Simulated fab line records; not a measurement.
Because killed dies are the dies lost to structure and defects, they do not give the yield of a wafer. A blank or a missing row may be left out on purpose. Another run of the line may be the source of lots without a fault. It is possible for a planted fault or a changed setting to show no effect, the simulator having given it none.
fab line records | flow nand_harc
record lots=5 | wafers=14 | last_day=25
route steps=1159 shown A_BONDPAD@1089 HYBRID_BOND@1094 THIN_TSV@1101
lots that met no fault: from a run of the same line without faults
start_h: the number of hours between the record's first day and the start of the first shown wafer of the lot | wait_h: hours from the lot's prior step to this one | " same as the row above | L1.1+2: one row covering several wafers at once | - no value, or no start given | * or withheld: withheld | < > ~ a bound
route shown NAME@n: NAME is a module with steps in the file, n the number in the route of the first one | usual: mean/standard deviation of fault-free wafers | same: alike in all rows | chamber/n: place in a boat | sites: per-site readings | _std_site: the values' standard deviation | _edge_site: mean of outer sites minus mean of inner sites | radius_mm: how far each site lies from the wafer's centre | mask NAME#n: copy n | behind: the most recent tool/chamber to have shaped the wafer | hold: reason for holding the lot/hours on hold/outcome of the hold | device: transistor that didn't switch, given as n, p or np | end of line: at the end of the route, the tests of the same wafers | for a step that has no rows: nothing shown but its recipe | killed: count of dies lost to structure and defects at first sort (not the wafer's yield) | map: dies across one wafer; x = killed, . = not, _ = none there
set.NAME: the setting as run; set.NAME@STEP: as run at that earlier step | model.NAME: the simulator's own value behind a step, which no gauge read
certain route steps with their lots: each step a table, each wafer a row
services: from which hour (start_h, from the record's first day; less than 0 if before it) a tool's chamber was out of use, for how many hours, and why
## steps
# step NHARC_A_BONDPAD_THK_MEAS_20
# recipe thk_meas_gauge=xrf
# usual thk_nm=169.9/1.3
lot.wafer | tool          | chamber | start_h | wait_h | thk_nm
L713.1    | film_metro-02 | -       | 427.75  | -      | 169.9
L713.5    | "             | -       | "       | "      | 169.1
L713.6    | "             | -       | "       | "      | 169.8
L714.1    | film_metro-02 | -       | 428.50  | -      | 168.3
L714.3    | "             | -       | "       | "      | 171.7
L714.4    | "             | -       | "       | "      | 167.7
L716.1    | film_metro-01 | -       | 428.58  | -      | 169.3
L716.3    | "             | -       | "       | "      | 172.0
L716.5    | "             | -       | "       | "      | 169.2
L725.3    | film_metro-02 | -       | 479.30  | -      | 169.4
L725.5    | "             | -       | "       | "      | 168.7
L736.1    | film_metro-01 | -       | 568.27  | -      | 172.0
L736.4    | "             | -       | "       | "      | 172.5
L736.5    | "             | -       | "       | "      | 168.8
# step NHARC_A_BONDPAD_SRD_21
# recipe time_s=30 | temp_c=23 | dry_time_s=20 | spin_rpm=1500
# step NHARC_A_BONDPAD_INSPECT_23
# usual raw_defect_count=461/130
lot.wafer | tool              | chamber | start_h | wait_h | raw_defect_count
L713.1    | defect_inspect-02 | -       | 427.96  | 0.0    | 303
L713.5    | "                 | -       | "       | "      | 489
L713.6    | "                 | -       | "       | "      | 431
L714.1    | defect_inspect-01 | -       | 428.73  | 0.1    | 575
L714.3    | "                 | -       | "       | "      | 554
L714.4    | "                 | -       | "       | "      | 773
L716.1    | defect_inspect-02 | -       | 428.80  | 0.1    | 433
L716.3    | "                 | -       | "       | "      | 324
L716.5    | "                 | -       | "       | "      | 344
L725.3    | defect_inspect-01 | -       | 479.51  | 0.0    | 472
L725.5    | "                 | -       | "       | "      | 726
L736.1    | defect_inspect-02 | -       | 568.48  | 0.0    | 433
L736.4    | "                 | -       | "       | "      | 415
L736.5    | "                 | -       | "       | "      | 369
# step NHARC_HYBRID_BOND_ACTIVATE_00
# recipe time_s=60 | n2_flow_sccm=200 | ar_flow_sccm=0 | bias_power_w=0 | chemistry=N2
# usual drypump_motor_current_A=5.8/0.38 | oes_product_au=1.002/0.0076 | rf_vpp_V=64.2/0.91 | showerhead_plenum_p_Torr=1.77/0.061
lot.wafer | tool        | chamber | start_h | wait_h | drypump_motor_current_A | oes_product_au | rf_hours_counter_h | rf_vpp_V | showerhead_plenum_p_Torr
L713.1    | rie_diel-12 | 2       | 428.04  | 0.1    | 5.6                     | 0.994          | 12                 | 64.7     | 1.74
L713.6    | "           | 0       | "       | "      | 6.1                     | 0.995          | -                  | 64.6     | 1.76
L713.5    | "           | 1       | "       | "      | 5.8                     | 0.983          | -                  | 64.2     | 1.65
L714.3    | rie_diel-04 | 3       | 428.81  | 0.1    | 5.9                     | 1.005          | 12                 | 63.7     | 1.75
L714.4    | "           | 0       | "       | "      | 5.5                     | 1.003          | 11                 | 64.8     | 1.79
L714.1    | "           | 1       | "       | "      | 6.2                     | 1.002          | 12                 | 64.7     | 1.75
L716.3    | rie_diel-13 | 2       | 428.86  | 0.1    | 6.0                     | 0.999          | 62                 | 66.1     | 1.90
L716.1    | "           | 3       | "       | "      | 6.2                     | 0.994          | 61                 | 62.7     | 1.64
L716.5    | "           | 2       | "       | "      | 6.0                     | 0.990          | -                  | 63.8     | 1.90
L725.3    | rie_diel-04 | 0       | 479.58  | 0.1    | 5.5                     | 1.000          | 0                  | 65.4     | 1.79
L725.5    | "           | 3       | "       | "      | 5.9                     | 0.994          | -                  | 66.1     | 1.74
L736.1    | rie_diel-04 | 3       | 568.57  | 0.1    | 5.9                     | 1.007          | 8                  | 63.8     | 1.74
L736.4    | "           | 1       | "       | "      | 6.2                     | 1.008          | -                  | 62.5     | 1.75
L736.5    | "           | 2       | "       | "      | 5.5                     | 1.012          | -                  | 64.2     | 1.72
# step NHARC_HYBRID_BOND_PRECLEAN_01
# recipe time_s=300 | temp_c=23 | chemistry=DIW
# step NHARC_HYBRID_BOND_SRD_02
# recipe time_s=30 | temp_c=23 | dry_time_s=20 | spin_rpm=1500
# step NHARC_HYBRID_BOND_BOND_03
# recipe temp_c=25
# step NHARC_HYBRID_BOND_ANNEAL_04
# recipe temp_c=300 | time_s=7200 | ramp_up_c_per_min=5 | ramp_down_c_per_min=3 | idle_temp_c=100 | pressure_atm=1
# step NHARC_HYBRID_BOND_OVL_MEAS_05
# usual overlay_x_nm=1/30 | overlay_y_nm=-4/28
lot.wafer | tool       | chamber | start_h | wait_h | overlay_x_nm | overlay_y_nm
L713.1    | overlay-01 | -       | 439.52  | 0.4    | 14           | 0
L713.5    | "          | -       | "       | "      | 17           | -32
L713.6    | "          | -       | "       | "      | 26           | -3
L714.1    | overlay-02 | -       | 439.52  | 0.4    | 15           | -16
L714.3    | "          | -       | "       | "      | -7           | 6
L714.4    | "          | -       | "       | "      | 1            | -18
L716.1    | overlay-02 | -       | 439.53  | 0.4    | 36           | 10
L716.3    | "          | -       | "       | "      | -9           | 7
L716.5    | "          | -       | "       | "      | 18           | 44
L725.3    | overlay-02 | -       | 489.29  | 0.4    | 15           | 27
L725.5    | "          | -       | "       | "      | -23          | -7
L736.1    | overlay-02 | -       | 578.73  | 0.4    | 8            | 31
L736.4    | "          | -       | "       | "      | 8            | -69
L736.5    | "          | -       | "       | "      | -7           | 46
# step NHARC_HYBRID_BOND_INSPECT_06
# recipe inspect_instrument=ir_void
# usual raw_defect_count=31/13
lot.wafer | tool              | chamber | start_h | wait_h | raw_defect_count
L714.1    | defect_inspect-02 | -       | 439.57  | 0.0    | 28
L714.3    | "                 | -       | "       | "      | 19
L714.4    | "                 | -       | "       | "      | 20
L713.1    | defect_inspect-01 | -       | 439.57  | 0.0    | 22
L713.5    | "                 | -       | "       | "      | 18
L713.6    | "                 | -       | "       | "      | 16
L716.1    | defect_inspect-02 | -       | 439.59  | 0.1    | 22
L716.3    | "                 | -       | "       | "      | 18
L716.5    | "                 | -       | "       | "      | 27
L725.3    | defect_inspect-02 | -       | 489.35  | 0.1    | 45
L725.5    | "                 | -       | "       | "      | 48
L736.1    | defect_inspect-01 | -       | 578.78  | 0.0    | 27
L736.4    | "                 | -       | "       | "      | 21
L736.5    | "                 | -       | "       | "      | 17
# step NHARC_THIN_TSV_GRIND_00
# recipe target_thk_um=6
# usual motor_current_A=12.002/0.023
lot.wafer | tool       | chamber | start_h | wait_h | motor_current_A
L714.1    | grinder-01 | 0       | 440.78  | 1.2    | 11.989
L714.3    | "          | 0       | "       | "      | 11.996
L714.4    | "          | 0       | "       | "      | 11.975
L713.1    | grinder-01 | 0       | 441.98  | 2.4    | 12.024
L713.5    | "          | 0       | "       | "      | 11.968
L713.6    | "          | 0       | "       | "      | 11.987
L716.1    | grinder-01 | 0       | 443.19  | 3.6    | 12.032
L716.3    | "          | 0       | "       | "      | 12.007
L716.5    | "          | 0       | "       | "      | 12.020
L725.3    | grinder-01 | 0       | 489.89  | 0.5    | 11.981
L725.5    | "          | 0       | "       | "      | 12.040
L736.1    | grinder-01 | 0       | 578.93  | 0.1    | 12.025
L736.4    | "          | 0       | "       | "      | 12.019
L736.5    | "          | 0       | "       | "      | 11.972
# step NHARC_THIN_TSV_CMP_01
# recipe target_thk_um=3
# usual motor_current_A=12.7/1.3
lot.wafer | tool   | chamber | start_h | wait_h | motor_current_A
L714.1    | cmp-02 | 1       | 442.00  | 1.0    | 12.7
L714.3    | "      | 2       | "       | "      | 12.7
L714.4    | "      | 3       | "       | "      | 12.6
L713.1    | cmp-03 | 0       | 443.29  | 1.1    | 12.1
L713.5    | "      | 1       | "       | "      | 11.4
L713.6    | "      | 2       | "       | "      | 10.3
L716.3    | cmp-02 | 0       | 444.43  | 0.6    | 13.3
L716.1    | "      | 3       | "       | "      | 13.3
L716.5    | "      | 0       | "       | "      | 13.1
L725.3    | cmp-03 | 2       | 490.75  | 0.7    | 10.0
L725.5    | "      | 2       | "       | "      | 10.8
L736.1    | cmp-02 | 2       | 580.16  | 1.0    | 13.7
L736.4    | "      | 3       | "       | "      | 13.3
L736.5    | "      | 1       | "       | "      | 12.0
# step NHARC_THIN_TSV_THK_MEAS_02
# recipe thk_meas_gauge=ir
# usual thk_nm=2913/200
lot.wafer | tool          | chamber | start_h | wait_h | thk_nm
L714.1    | film_metro-01 | -       | 442.27  | 0.2    | 2842
L714.3    | "             | -       | "       | "      | 2861
L714.4    | "             | -       | "       | "      | 2619
L713.1    | film_metro-01 | -       | 443.48  | -      | 2600
L713.5    | "             | -       | "       | "      | 2989
L713.6    | "             | -       | "       | "      | 2963
L716.1    | film_metro-02 | -       | 444.69  | -      | 2853
L716.3    | "             | -       | "       | "      | 2636
L716.5    | "             | -       | "       | "      | 2483
L725.3    | film_metro-01 | -       | 490.99  | 0.2    | 0
L725.5    | "             | -       | "       | "      | 3098
L736.1    | film_metro-01 | -       | 580.40  | -      | 3209
L736.4    | "             | -       | "       | "      | 3035
L736.5    | "             | -       | "       | "      | 3285
# step NHARC_THIN_TSV_SRD_03
## services
tool        | chamber | start_h | hours | kind
rie_diel-12 | 1       | 404.57  | 12.5  | repair
rie_diel-04 | 0       | 420.53  | -     | clean
rie_diel-04 | 1       | 420.53  | -     | clean
rie_diel-04 | 2       | 420.53  | -     | clean
rie_diel-04 | 3       | 420.53  | -     | clean
cmp-02      | -       | 429.16  | 4.0   | pm
cmp-02      | -       | 433.16  | -     | consumable_replace:conditioner
cmp-02      | -       | 433.16  | -     | consumable_replace:pad
rie_diel-13 | -       | 433.34  | 0.6   | repair
rie_diel-04 | 0       | 445.03  | -     | clean
cmp-03      | -       | 450.12  | 4.0   | pm
rie_diel-13 | -       | 453.21  | 9.0   | pm
cmp-03      | -       | 460.71  | 2.4   | repair
rie_diel-04 | -       | 465.90  | 9.0   | pm
rie_diel-12 | -       | 477.69  | 0.4   | repair
cmp-03      | -       | 480.31  | 0.5   | repair
cmp-03      | -       | 495.27  | 3.3   | repair
cmp-02      | -       | 527.16  | 4.0   | pm
cmp-02      | -       | 531.16  | -     | consumable_replace:conditioner
cmp-02      | -       | 531.16  | -     | consumable_replace:pad
cmp-03      | -       | 548.12  | 4.0   | pm
rie_diel-12 | -       | 557.36  | 9.0   | pm
rie_diel-04 | 0       | 559.10  | 10.0  | repair
cmp-02      | -       | 566.43  | 1.9   | repair
## key
first_sign step=NHARC_THIN_TSV_THK_MEAS_02 | reading=thk_nm | direction=down | sigmas=15 | usual=2913 | struck=0
effect none on later readings
met_at NHARC_THIN_TSV_GRIND_00
struck_wafers L725.3
later_rows_left_out L725.3
sort_left_out L725.3
onset_between 443.19 489.89
fault kind=process_parameter_drift | tool=grinder-01 | chamber=- | onset_h=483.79 | steps=NHARC_THIN_TSV_GRIND_00 | channel=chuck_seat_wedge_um | offset=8 | shape=step | end_h=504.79 | scope=struck_wafers_only
# sort_left_out: the simulated sort isn't trusted on such a fault, so these wafers' sort isn't shown, and their yield isn't known
# later_rows_left_out: the simulator's readings of these wafers behind a module that went badly wrong aren't trusted and aren't shown, but for the sort
